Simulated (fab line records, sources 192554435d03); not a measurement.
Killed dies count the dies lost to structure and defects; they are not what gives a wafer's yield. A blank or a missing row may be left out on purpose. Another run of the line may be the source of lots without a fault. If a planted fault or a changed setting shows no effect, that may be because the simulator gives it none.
3 desks, one fault + flow n5Finfet + every desk sees just its own numbers, and what lay behind them comes last

## THE DEFECT DESK
For each lot, the counts of the inspections along the route, averaged over the sampled wafers that have a number. If a lot's mean is further than 4 standard deviations from the usual mean, the lot is out of limits and carries the mark OUT (the distance appears in the brackets).
Columns: A = rawDefectCount at N5_MOL_CONTACT_COAG_INSPECT_97, usual 40
| lot  | first seen here | A  |
|------|-----------------|----|
| L310 | day 5 15:35     | 41 |
| L311 | day 5 22:16     | 33 |
| L312 | day 6 01:28     | 36 |
| L315 | day 6 18:10     | 30 |
| L317 | day 7 03:00     | 47 |
| L328 | day 9 20:47     | 41 |
| L330 | day 10 17:31    | 25 |
| L332 | day 10 23:31    | 30 |
| L333 | day 11 04:26    | 34 |
This desk found nothing out of limits on any of the 9 lots.

## THE METROLOGY DESK
Lot by lot, what the gauges showed, no matter which tool ran the lot: averages of those sampled wafers that carry a number. If a lot's mean is further than 4 standard deviations from the usual mean, the lot is out of limits and carries the mark OUT (the distance appears in the brackets). 7 of its 10 readings are shown, namely those furthest out on some lot.
Columns: A = DIBL_N at N5_BEOL_M4_RC_MEAS_101, usual 36.0 mV/V; B = IOFF_N at N5_BEOL_M4_RC_MEAS_101, usual 0.16 nA/um; C = IOFF_P at N5_BEOL_M4_RC_MEAS_101, usual 0.21 nA/um; D = ION_P at N5_BEOL_M4_RC_MEAS_101, usual 461 uA/um; E = SS_N at N5_BEOL_M4_RC_MEAS_101, usual 71.4 mV/dec; F = SS_P at N5_BEOL_M4_RC_MEAS_101, usual 73.2 mV/dec; G = VT_P at N5_BEOL_M4_RC_MEAS_101, usual -250.9 mV
| lot  | first seen here | A    | B    | C    | D   | E    | F    | G      |
|------|-----------------|------|------|------|-----|------|------|--------|
| L310 | day 7 15:56     | 39.1 | 0.22 | 0.28 | 470 | 71.8 | 73.6 | -244.6 |
| L311 | day 8 20:15     | 36.9 | 0.19 | 0.25 | 465 | 72.5 | 73.6 | -249.0 |
| L312 | day 8 23:30     | 36.9 | 0.19 | 0.23 | 468 | 71.3 | 73.5 | -247.7 |
| L315 | day 10 02:00    | 34.2 | 0.12 | 0.17 | 457 | 71.0 | 72.6 | -253.8 |
| L317 | day 10 07:46    | 36.7 | 0.17 | 0.22 | 464 | 72.0 | 74.1 | -247.2 |
| L328 | day 12 22:46    | 36.6 | 0.15 | 0.22 | 466 | 71.6 | 72.9 | -249.8 |
| L330 | day 12 22:59    | 35.5 | 0.14 | 0.19 | 459 | 71.1 | 73.6 | -251.4 |
| L333 | day 14 06:26    | 38.1 | 0.17 | 0.22 | 461 | 71.9 | 73.7 | -250.7 |
| L332 | day 14 07:43    | 37.3 | 0.17 | 0.24 | 473 | 71.4 | 73.8 | -247.3 |
This desk found nothing out of limits on any of the 9 lots.

## AT THE TOOL OWNER'S DESK: lithoTrack-05
The tool's own readings at N5_BEOL_M0_SAQP_COAT_82 (time 60 s, resist thk 30 nm): means of the sampled wafers that have a number, for each lot that ran on this tool. If a lot's mean is further than 4 standard deviations from the usual mean, the lot is out of limits and carries the mark OUT (the distance appears in the brackets).
Columns: A = exhaustPa at N5_BEOL_M0_SAQP_COAT_82, usual 45.1 Pa; B = runLengthS at N5_BEOL_M0_SAQP_COAT_82, usual 66.2 s
| lot  | first seen here | A    | B              |
|------|-----------------|------|----------------|
| L311 | day 6 00:15     | 45.6 | 66.6           |
| L312 | day 6 03:52     | 45.4 | 66.5           |
| L315 | day 6 19:32     | 45.6 | 66.4           |
| L328 | day 9 22:40     | 45.2 | 78.1 (+37) OUT |
| L330 | day 10 19:02    | 44.6 | 78.3 (+38) OUT |
This desk finds L328, L330 out of limits, L328 being first, at day 9 22:40 (runLengthS at N5_BEOL_M0_SAQP_COAT_82). L311, L312, L315: within limits.

## ALL TOGETHER
On L328, L330, at day 9 22:40, an alarm was possible from the tool owner's desk.
Nothing the defect desk looked at was out of limits.
Nothing out of limits was seen by the metrology desk.
The defect desk has L328, L330 on record, within its limits.
The metrology desk has L328, L330 on record, within its limits.
The lots listed all ran N5_BEOL_M0_SAQP_COAT_82 on lithoTrack-05.

## WHAT WAS PUT IN BY THE SIMULATOR
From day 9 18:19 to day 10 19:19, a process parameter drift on lithoTrack-05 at N5_BEOL_M0_SAQP_COAT_82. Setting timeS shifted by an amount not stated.
Struck lots among those shown: L328, L330.
Hours from the fault's start to each desk's first reading out of limits: the tool owner's desk, 4.
